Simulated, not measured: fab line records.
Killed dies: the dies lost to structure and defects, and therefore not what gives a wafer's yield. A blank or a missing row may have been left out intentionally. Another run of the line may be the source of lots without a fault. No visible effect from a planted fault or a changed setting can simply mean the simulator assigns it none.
Chamber matching || flow n5-finfet || 4 sister chambers for N5_MOL_CONTACT_COAG_ALD_131 on ald-sin-04
The step deposits SiO2, target thk 5 nm, pulse time 1 s, co reactant pulse time 1 s. 14 wafers are shown with their chamber, then 7 later ones without.

## WAFERS PAIRED WITH THEIR CHAMBERS
{"wafer": "L076.1", "chamber": 3, "heater-power-w (W)": 70, "susceptor-temp-C (C)": 100.09, "precursor-pulse-height-rel": 1.012}
{"wafer": "L076.4", "chamber": 2, "heater-power-w (W)": 78, "susceptor-temp-C (C)": 99.90, "precursor-pulse-height-rel": 0.981}
{"wafer": "L076.6", "chamber": 1, "heater-power-w (W)": 66, "susceptor-temp-C (C)": 100.02, "precursor-pulse-height-rel": 1.024}
{"wafer": "L077.3", "chamber": 2, "heater-power-w (W)": 76, "susceptor-temp-C (C)": 99.80, "precursor-pulse-height-rel": 1.016}
{"wafer": "L077.5", "chamber": 3, "heater-power-w (W)": 70, "susceptor-temp-C (C)": 100.05, "precursor-pulse-height-rel": 1.012}
{"wafer": "L077.6", "chamber": 0, "heater-power-w (W)": 77, "susceptor-temp-C (C)": 100.14, "precursor-pulse-height-rel": 1.019}
{"wafer": "L078.2", "chamber": 0, "heater-power-w (W)": 73, "susceptor-temp-C (C)": 100.02, "precursor-pulse-height-rel": 0.989}
{"wafer": "L078.4", "chamber": 2, "heater-power-w (W)": 75, "susceptor-temp-C (C)": 100.15, "precursor-pulse-height-rel": 0.993}
{"wafer": "L078.6", "chamber": 0, "heater-power-w (W)": 77, "susceptor-temp-C (C)": 100.10, "precursor-pulse-height-rel": 0.979}
{"wafer": "L079.2", "chamber": 1, "heater-power-w (W)": 64, "susceptor-temp-C (C)": 99.86, "precursor-pulse-height-rel": 0.964}
{"wafer": "L079.3", "chamber": 3, "heater-power-w (W)": 72, "susceptor-temp-C (C)": 99.83, "precursor-pulse-height-rel": 1.015}
{"wafer": "L079.4", "chamber": 0, "heater-power-w (W)": 76, "susceptor-temp-C (C)": 100.07, "precursor-pulse-height-rel": 0.995}
{"wafer": "L081.1", "chamber": 1, "heater-power-w (W)": 65, "susceptor-temp-C (C)": 99.93, "precursor-pulse-height-rel": 0.997}
{"wafer": "L081.2", "chamber": 0, "heater-power-w (W)": 76, "susceptor-temp-C (C)": 100.01, "precursor-pulse-height-rel": 1.020}

SIGNATURES (averages over the wafers above)
{"reading": "heater-power-w", "chamber 0": 75.80, "chamber 1": 65.00, "chamber 2": 76.33, "chamber 3": 70.67, "scatter within a chamber": 1.42}
{"reading": "susceptor-temp-C", "chamber 0": 100.0680, "chamber 1": 99.9367, "chamber 2": 99.9500, "chamber 3": 99.9900, "scatter within a chamber": 0.114}
{"reading": "precursor-pulse-height-rel", "chamber 0": 1.00040, "chamber 1": 0.99500, "chamber 2": 0.99667, "chamber 3": 1.01300, "scatter within a chamber": 0.0195}
Rule: distance of a wafer from a chamber = root of the sum over the readings of ((wafer's reading minus chamber's mean) / reading's scatter) squared. If the next closest chamber is less than 2 further off than the closest, the wafer can't be placed; otherwise it belongs to the closest. How the scatter is found: for the shown wafers, subtract from each reading the mean of its chamber, square and add these, divide the total by (wafers less chambers), then take the root.

## WAFERS WITH NO CHAMBER GIVEN
{"wafer": "L081.5", "heater-power-w (W)": 65, "susceptor-temp-C (C)": 99.90, "precursor-pulse-height-rel": 1.051}
{"wafer": "L083.2", "heater-power-w (W)": 78, "susceptor-temp-C (C)": 99.93, "precursor-pulse-height-rel": 0.992}
{"wafer": "L083.3", "heater-power-w (W)": 71, "susceptor-temp-C (C)": 100.20, "precursor-pulse-height-rel": 1.034}
{"wafer": "L083.4", "heater-power-w (W)": 75, "susceptor-temp-C (C)": 100.01, "precursor-pulse-height-rel": 0.966}
{"wafer": "L091.1", "heater-power-w (W)": 76, "susceptor-temp-C (C)": 99.84, "precursor-pulse-height-rel": 0.971}
{"wafer": "L091.2", "heater-power-w (W)": 65, "susceptor-temp-C (C)": 99.74, "precursor-pulse-height-rel": 0.998}
{"wafer": "L091.4", "heater-power-w (W)": 74, "susceptor-temp-C (C)": 100.18, "precursor-pulse-height-rel": 1.011}

## WHICH CHAMBER EACH ONE RAN IN
{"wafer": "L081.5", "from the rows above": "can't be placed: 1 or 3", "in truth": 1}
{"wafer": "L083.2", "from the rows above": "can't be placed: 2 or 0", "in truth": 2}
{"wafer": "L083.3", "from the rows above": "can't be placed: 3 or 0", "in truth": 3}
{"wafer": "L083.4", "from the rows above": "can't be placed: 2 or 0 or 3", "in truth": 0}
{"wafer": "L091.1", "from the rows above": "can't be placed: 2 or 0", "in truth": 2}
{"wafer": "L091.2", "from the rows above": 1, "in truth": 1}
{"wafer": "L091.4", "from the rows above": "can't be placed: 0 or 2 or 3", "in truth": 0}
1 of 7 placed correctly. Cannot be placed on the basis of these rows: 6; the candidates contain the true chamber in 6. Wrongly placed: 0.
